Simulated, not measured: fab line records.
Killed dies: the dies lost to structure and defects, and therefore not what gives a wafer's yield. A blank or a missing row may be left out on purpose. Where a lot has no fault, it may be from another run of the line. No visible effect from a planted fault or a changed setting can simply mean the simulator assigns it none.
fab line records	flow n5Finfet
[record] lots = 9	wafers = 27	lastDay = 17
route steps=1938 shown PMOS_HMC_CHANNEL_EPI@74 FIN_SAQP@95 BEOL_M4@1111 PASSIVATION@1936
lots that met no fault: from a run of the same line without faults
startH: hours from the record's first day to the start of the lot's first wafer shown	waitH: hours since the lot's step before	" identical to the entry in the row above	L1.1+2: one row covering several wafers at once	- value missing, or start not given	* or withheld: withheld	< > ~ a bound
route shown NAME@n: a module of which the file shows steps, and the number in the route of the first	usual: mean/standard deviation taken from wafers without a fault	same: alike in all rows	chamber/n: place in a boat	sites: readings site by site	_std_site: the standard deviation of these	_edge_site: the outer-site mean with the inner-site mean subtracted	radiusMm: for every site, how far away it sits from the centre of the wafer	mask NAME#n: copy n	behind: the tool/chamber that last shaped the wafer	hold: why the lot went on hold/how many hours it stayed there/how the hold came to an end	device: which transistor (n, p or np) failed to switch	end of line: at the end of the route, the tests of the same wafers	for a step that has no rows: nothing shown but its recipe	killed: the dies lost at the first sort to structure and to defects; this is not the yield of the wafer	map: dies across one wafer; x = killed, . = not, _ = none there
set.NAME: setting as actually run; set.NAME@STEP: the setting as run at that earlier step	model.NAME: the simulator's own value behind a step, which no gauge read
the route's steps for a sample of lots (tables are steps, rows are wafers)
services: from which hour (startH, from the record's first day; less than 0 if before it) a tool's chamber was out of use, for how many hours, and why
[[steps]]
[step N5_PMOS_HMC_CHANNEL_EPI_FIN_RECESS_16]
[recipe] chemistry = HBr/Cl2	target = Si	maskMaterial = SiO2	targetDepthA = 540	timeS = 18	pressureMtorr = 10	icpW = 800	biasW = 75	HBr_flow_sccm = 150	Cl2_flow_sccm = 80
[usual] HBr_flow_sccm = 150.0/0.38	biasW = 75.00/0.23	drypumpMotorCurrentA = 5.6/0.43	oesProductAu = 1.001/0.018	throttleValvePct = 35.4/0.42
lot.wafer	tool	chamber	startH	waitH	HBr_flow_sccm	biasW	drypumpMotorCurrentA	oesProductAu	rfHoursCounterH	throttleValvePct
L866.2	rieSi-02	0	29.28	0.0	149.6	75.17	5.5	0.971	132	35.5
L866.3	"	1	"	"	150.2	74.99	6.0	1.009	201	35.3
L866.5	"	1	"	"	150.0	74.71	6.0	1.001	-	35.3
L868.1	rieSi-01	0	41.96	0.0	150.5	75.21	4.9	0.999	134	36.5
L868.5	"	3	"	"	149.5	75.09	5.3	1.016	-	35.1
L868.6	"	0	"	"	149.9	74.96	4.9	0.996	-	36.5
L871.1	rieSi-02	1	61.15	0.0	150.7	74.68	6.0	1.008	201	35.3
L871.5	"	2	"	"	150.6	75.16	6.2	0.998	-	35.5
L871.6	"	3	"	"	150.7	74.75	5.6	1.012	-	35.5
L880.1	rieSi-04	0	114.40	0.0	150.2	74.58	5.8	1.012	169	35.1
L880.4	"	1	"	"	150.1	74.90	6.2	1.027	67	35.6
L880.6	"	1	"	"	150.3	74.66	6.1	1.019	-	35.6
L881.2	rieSi-04	1	119.88	0.0	149.2	74.85	6.1	1.029	68	35.6
L881.3	"	0	"	"	149.7	74.95	5.8	1.004	170	35.1
L881.5	"	2	"	"	150.1	74.84	5.8	0.970	-	34.9
L884.1	rieSi-01	0	138.98	0.0	149.4	74.84	4.8	0.984	136	36.5
L884.4	"	3	"	"	150.1	75.20	5.3	1.002	164	35.1
L884.6	"	3	"	"	150.1	75.31	5.3	1.003	-	35.1
L885.1	rieSi-04	0	144.04	0.0	150.1	74.92	5.8	1.006	170	35.1
L885.3	"	2	"	"	149.3	75.10	5.8	0.979	20	34.8
L885.4	"	3	"	"	150.5	75.24	5.5	1.013	114	35.4
L886.1	rieSi-01	3	150.02	0.0	149.3	74.90	5.3	1.008	164	35.1
L886.3	"	2	"	"	150.1	75.17	4.8	1.020	48	35.4
L886.5	"	3	"	"	149.3	74.65	5.3	1.007	-	35.1
L887.3	rieSi-01	2	156.08	0.0	150.2	75.32	4.8	1.023	48	35.4
L887.4	"	3	"	"	150.4	74.84	5.3	1.004	164	35.1
L887.6	"	1	"	"	149.9	75.26	5.3	0.977	-	36.0
[step N5_FIN_SAQP_DENSIFY_62]
[recipe] tempC = 700	timeS = 60	ambient = N2	idleTempC = 600	rampUpCPerS = 150	rampDownCPerS = 60	coolToC = 600
[usual] lampPowerPct = 9.85/0.061	lamp_zone_1_pct = 9.844/0.012	lamp_zone_4_pct = 9.838/0.012	wafer_temp_C_max = 703.3/0.59
lot.wafer	tool	chamber	startH	waitH	lampPowerPct	lamp_zone_1_pct	lamp_zone_4_pct	wafer_temp_C_max
L866.2	rtpAnneal-02	0	32.32	0.1	9.88	9.838	9.831	703.5
L866.3	"	0	"	"	9.84	9.842	9.834	702.2
L866.5	"	0	"	"	9.83	9.831	9.848	702.6
L868.1	rtpAnneal-01	0	44.68	0.2	10.02	9.864	9.836	703.8
L868.5	"	0	"	"	9.82	9.856	9.834	703.4
L868.6	"	0	"	"	9.93	9.871	9.826	703.2
L871.1	rtpAnneal-01	0	64.10	0.1	9.93	9.835	9.831	702.4
L871.5	"	0	"	"	9.81	9.849	9.839	702.3
L871.6	"	0	"	"	9.85	9.854	9.825	702.9
L880.1	rtpAnneal-01	0	117.74	0.4	9.75	9.843	9.842	704.2
L880.4	"	0	"	"	9.89	9.861	9.845	703.2
L880.6	"	0	"	"	9.90	9.846	9.838	703.3
L881.2	rtpAnneal-02	0	122.79	0.1	9.94	9.846	9.860	703.1
L881.3	"	0	"	"	9.78	9.838	9.827	703.4
L881.5	"	0	"	"	9.83	9.829	9.837	702.5
L884.1	rtpAnneal-01	0	141.67	0.2	9.89	9.836	9.830	702.8
L884.4	"	0	"	"	9.88	9.843	9.830	703.0
L884.6	"	0	"	"	9.99	9.843	9.853	703.0
L885.1	rtpAnneal-02	0	147.19	0.2	9.84	9.855	9.842	703.2
L885.3	"	0	"	"	9.94	9.831	9.866	703.7
L885.4	"	0	"	"	9.79	9.861	9.845	703.8
L886.1	rtpAnneal-01	0	152.73	0.1	9.75	9.847	9.842	703.2
L886.3	"	0	"	"	9.90	9.849	9.829	703.5
L886.5	"	0	"	"	9.87	9.867	9.856	702.9
L887.3	rtpAnneal-01	0	158.99	0.2	9.75	9.836	9.843	704.0
L887.4	"	0	"	"	9.81	9.847	9.826	702.5
L887.6	"	0	"	"	9.92	9.856	9.827	703.0
[step N5_FIN_SAQP_PECVD_06]
[recipe] material = a-Si	targetThkA = 600	tempC = 400	precursor = SiH4/He	pressureTorr = 3	rfW = 100	timeS = 48.1
[usual] heaterPowerW = 841/90	showerheadPlenumPTorr = 5.69/0.05	throttleValvePct = 18.4/1
lot.wafer	tool	chamber	startH	waitH	heaterPowerW	showerheadPlenumPTorr	throttleValvePct
L866.2	pecvd-01	1	32.73	0.0	980	5.66	20.7
L866.3	"	0	"	"	860	5.65	17.9
L866.5	"	1	"	"	983	5.66	20.5
L868.1	pecvd-01	1	45.13	0.0	874	5.66	20.6
L868.5	"	0	"	"	881	5.65	18.0
L868.6	"	1	"	"	899	5.66	20.4
L871.1	pecvd-03	0	64.56	0.0	800	5.63	18.4
L871.5	"	1	"	"	870	5.78	17.1
L871.6	"	0	"	"	787	5.63	18.3
L880.1	pecvd-04	2	118.16	0.0	715	5.70	18.5
L880.4	"	1	"	"	990	5.73	19.5
L880.6	"	2	"	"	717	5.69	18.7
L881.2	pecvd-03	1	123.20	0.0	904	5.78	17.1
L881.3	"	2	"	"	848	5.69	17.9
L881.5	"	2	"	"	841	5.69	17.7
L884.1	pecvd-04	2	142.11	0.0	704	5.68	18.7
L884.4	"	2	"	"	720	5.69	18.8
L884.6	"	0	"	"	650	5.67	19.8
L885.1	pecvd-01	2	147.68	0.0	743	5.65	17.2
L885.3	"	0	"	"	826	5.65	18.1
L885.4	"	2	"	"	744	5.66	17.3
L886.1	pecvd-03	1	153.15	0.0	845	5.79	17.4
L886.3	"	0	"	"	882	5.63	18.3
L886.5	"	2	"	"	848	5.71	17.6
L887.3	pecvd-04	1	159.35	0.0	967	5.70	19.7
L887.4	"	1	"	"	961	5.71	19.7
L887.6	"	0	"	"	632	5.69	19.6
[step N5_FIN_SAQP_RECESS_71]
[recipe] chemistry = HF/NH3	target = SiO2	targetDepthA = 30	afsCycles = 1	tempC = 30	sublimationTempC = 180	sublimationTimeS = 60
[usual] afsCycles = 1/0	drypumpMotorCurrentA = 5.6/0.66
lot.wafer	tool	chamber	startH	waitH	afsCycles	drypumpMotorCurrentA
L866.2	vaporEtch-01	1	36.18	0.0	1	6.5
L866.3	"	1	"	"	1	6.6
L866.5	"	1	"	"	1	6.6
L868.1	vaporEtch-01	0	48.99	0.0	1	4.8
L868.5	"	1	"	"	1	6.5
L868.6	"	0	"	"	1	4.8
L871.1	vaporEtch-02	0	68.28	0.0	1	5.1
L871.5	"	1	"	"	1	6.0
L871.6	"	0	"	"	1	5.1
L880.1	vaporEtch-02	1	122.47	0.0	-	-
L880.4	"	0	"	"	-	-
L880.6	"	1	"	"	-	-
L881.2	vaporEtch-02	1	126.96	0.0	-	-
L881.3	"	1	"	"	-	-
L881.5	"	0	"	"	-	-
L884.1	vaporEtch-01	1	146.39	0.0	1	6.5
L884.4	"	0	"	"	1	4.8
L884.6	"	1	"	"	1	6.5
L885.1	vaporEtch-02	1	151.60	0.0	1	6.0
L885.3	"	0	"	"	1	5.2
L885.4	"	1	"	"	1	6.0
L886.1	vaporEtch-01	0	157.08	0.0	1	4.8
L886.3	"	0	"	"	1	4.8
L886.5	"	1	"	"	1	6.5
L887.3	vaporEtch-02	1	163.76	0.1	1	6.0
L887.4	"	0	"	"	1	5.1
L887.6	"	1	"	"	1	6.0
[step N5_BEOL_M4_RC_MEAS_101]
[usual] DIBL_N = 35.9/1.9	DIBL_P = 35.8/2.4	IOFF_N = 0.15/0.031	IOFF_P = 0.21/0.037	ION_N = 672/13	ION_P = 462/8.3	SS_N = 71.5/0.72	SS_P = 73.2/0.67	VT_N = 250/3.4	VT_P = -250/3.4
lot.wafer	tool	chamber	startH	waitH	DIBL_N[mV/V]	DIBL_P[mV/V]	IOFF_N[nA/um]	IOFF_P[nA/um]	ION_N[uA/um]	ION_P[uA/um]	SS_N[mV/dec]	SS_P[mV/dec]	VT_N[mV]	VT_P[mV]
L866.2	prober-02	0	184.98	0.2	32.8	33.2	0.11	0.14	650	452	70.8	72.9	255	-258
L866.3	"	0	"	"	33.6	34.1	0.11	0.14	640	435	70.8	73.1	259	-259
L866.5	"	0	"	"	32.4	32.9	0.10	0.13	651	444	70.5	72.6	258	-258
L871.1	prober-02	0	203.01	0.0	35.9	36.7	0.16	0.22	684	462	70.7	73.4	248	-252
L871.5	"	0	"	"	33.1	32.7	0.11	0.16	657	456	70.2	71.7	252	-254
L871.6	"	0	"	"	36.3	36.9	0.17	0.22	678	460	71.2	73.2	247	-248
L868.1	prober-01	0	204.98	0.0	37.3	37.0	0.16	0.24	672	469	71.5	73.0	253	-246
L868.5	"	0	"	"	36.3	33.6	0.15	0.19	658	450	72.1	73.0	252	-252
L868.6	"	0	"	"	36.6	35.0	0.14	0.21	661	461	72.0	73.7	251	-251
L881.2	prober-02	0	261.13	0.2	39.6	39.5	0.21	0.29	684	476	71.4	74.8	243	-247
L881.3	"	0	"	"	38.2	36.9	0.18	0.24	682	469	72.2	73.5	247	-251
L881.5	"	0	"	"	36.8	36.1	0.16	0.22	674	464	71.6	73.5	248	-249
L880.1	prober-01	0	264.32	0.0	35.3	36.0	0.14	0.21	675	473	70.9	73.6	251	-248
L880.4	"	0	"	"	35.6	35.1	0.14	0.19	669	460	70.4	73.2	252	-250
L880.6	"	0	"	"	34.8	35.6	0.13	0.20	666	461	71.4	72.9	254	-251
L884.1	prober-01	0	295.81	0.0	37.3	37.4	0.19	0.26	682	470	71.5	73.0	244	-246
L884.4	"	0	"	"	35.4	36.2	0.16	0.23	676	472	70.8	73.6	247	-248
L884.6	"	0	"	"	35.8	35.8	0.17	0.23	688	471	70.9	72.9	247	-248
L886.1	prober-01	0	310.02	0.0	38.1	39.6	0.19	0.26	677	462	72.5	74.5	246	-246
L886.3	"	0	"	"	37.9	38.2	0.18	0.23	696	474	72.1	74.2	249	-248
L886.5	"	0	"	"	35.8	37.0	0.15	0.20	674	464	71.2	74.0	251	-251
L885.1	prober-02	0	310.27	0.0	36.2	39.0	0.16	0.23	667	459	71.7	73.3	252	-248
L885.3	"	0	"	"	37.0	39.4	0.16	0.22	662	451	71.6	73.5	249	-250
L885.4	"	0	"	"	35.5	37.0	0.14	0.19	672	461	71.8	73.1	252	-250
L887.3	prober-02	0	313.89	0.3	34.6	33.6	0.13	0.20	674	473	70.6	72.7	250	-251
L887.4	"	0	"	"	36.8	35.7	0.17	0.23	690	475	71.4	73.0	249	-247
L887.6	"	0	"	"	36.9	35.7	0.16	0.23	682	473	71.3	72.5	253	-247
[step N5_PASSIVATION_PROBE_49]
[usual] defectLimitedYield = 91.6/1.2	killed_at_M0_to_M3 = 33/9.4	killed_at_M4_up = 13/5.2	killedAtContacts = 13/5.6	killedAtFrontEnd = 37/9.5	killedAtOther = 4/3.1	killedDies = 99/15	killedOpen = 65/11	killedShort = 32/7.5	sort_bin_5_function = 4.9/0.77	sort_bin_6_memory = 3.1/0.65	sortNPass = 1081/15	sortYieldPct = 91.6/1.2
[same] grossDies = 1180	killedAtBackSide = 0	sort_bin_4_leakage[%] = 0	sort_bin_8_speed[%] = 0
lot.wafer	tool	chamber	startH	waitH	defectLimitedYield[%]	killed_at_M0_to_M3	killed_at_M4_up	killedAtContacts	killedAtFrontEnd	killedAtOther	killedDies	killedOpen	killedShort	sort_bin_5_function[%]	sort_bin_6_memory[%]	sortNPass	sortYieldPct[%]
L881.5	prober-01	-	367.52	0.2	88.7	45	8	11	67	2	133	88	43	7.0	4.0	1047	88.7
// killed by level:class
L881.5 STI_FIN_REVEAL:geometricParticle:open=13 BEOL_M0_SAQP:geometricParticle:open=13 BEOL_M3:geometricParticle:open=11 FIN_SAQP:geometricParticle:open=10 MOL_CONTACT_COAG:geometricParticle:open=10 GATE_CUT:geometricParticle:short=9 BEOL_M0_SAQP:geometricParticle:short=9 FIN_SAQP:geometricParticle:short=8
[[services]]
tool	chamber	startH	hours	kind
pecvd-03	2	21.32	-	clean
pecvd-03	2	21.32	-	consumableReplace:showerhead
pecvd-03	2	21.32	29.0	scheduledDown
pecvd-03	2	21.32	29.0	ventCycle
rieSi-04	2	25.21	6.3	repair
rieSi-02	-	29.48	0.8	repair
pecvd-01	2	42.19	-	calibration
pecvd-03	2	54.06	10.9	repair
rieSi-01	3	66.08	0.9	repair
rieSi-02	1	67.10	-	clean
rieSi-02	1	67.10	20.5	scheduledDown
rieSi-02	1	67.10	20.5	ventCycle
rieSi-01	-	83.58	0.3	repair
pecvd-03	-	85.89	2.8	pm
pecvd-01	2	97.93	2.1	scheduledDown
rieSi-02	2	112.41	5.3	repair
rieSi-02	0	115.30	3.1	repair
pecvd-01	-	118.04	1.3	repair
rieSi-04	3	131.12	3.7	repair
pecvd-01	1	132.42	29.7	repair
rieSi-04	1	137.08	5.5	repair
pecvd-04	0	154.02	4.6	repair
[[key]]
[firstSign] step = N5_FIN_SAQP_RECESS_71	reading = toolRecord	direction = missing
effect none on later readings
metAt N5_FIN_SAQP_RECESS_71
struckLots L880,L881
notActingAt N5_PMOS_HMC_CHANNEL_EPI_FIN_RECESS_16,N5_FIN_SAQP_DENSIFY_62,N5_FIN_SAQP_PECVD_06
onsetBetween 68.28 122.47
[fault] kind = skippedStepWhole	tool = vaporEtch-02	chamber = -	onsetH = 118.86	steps = N5_FIN_SAQP_RECESS_71	scope = struckLotsOnly
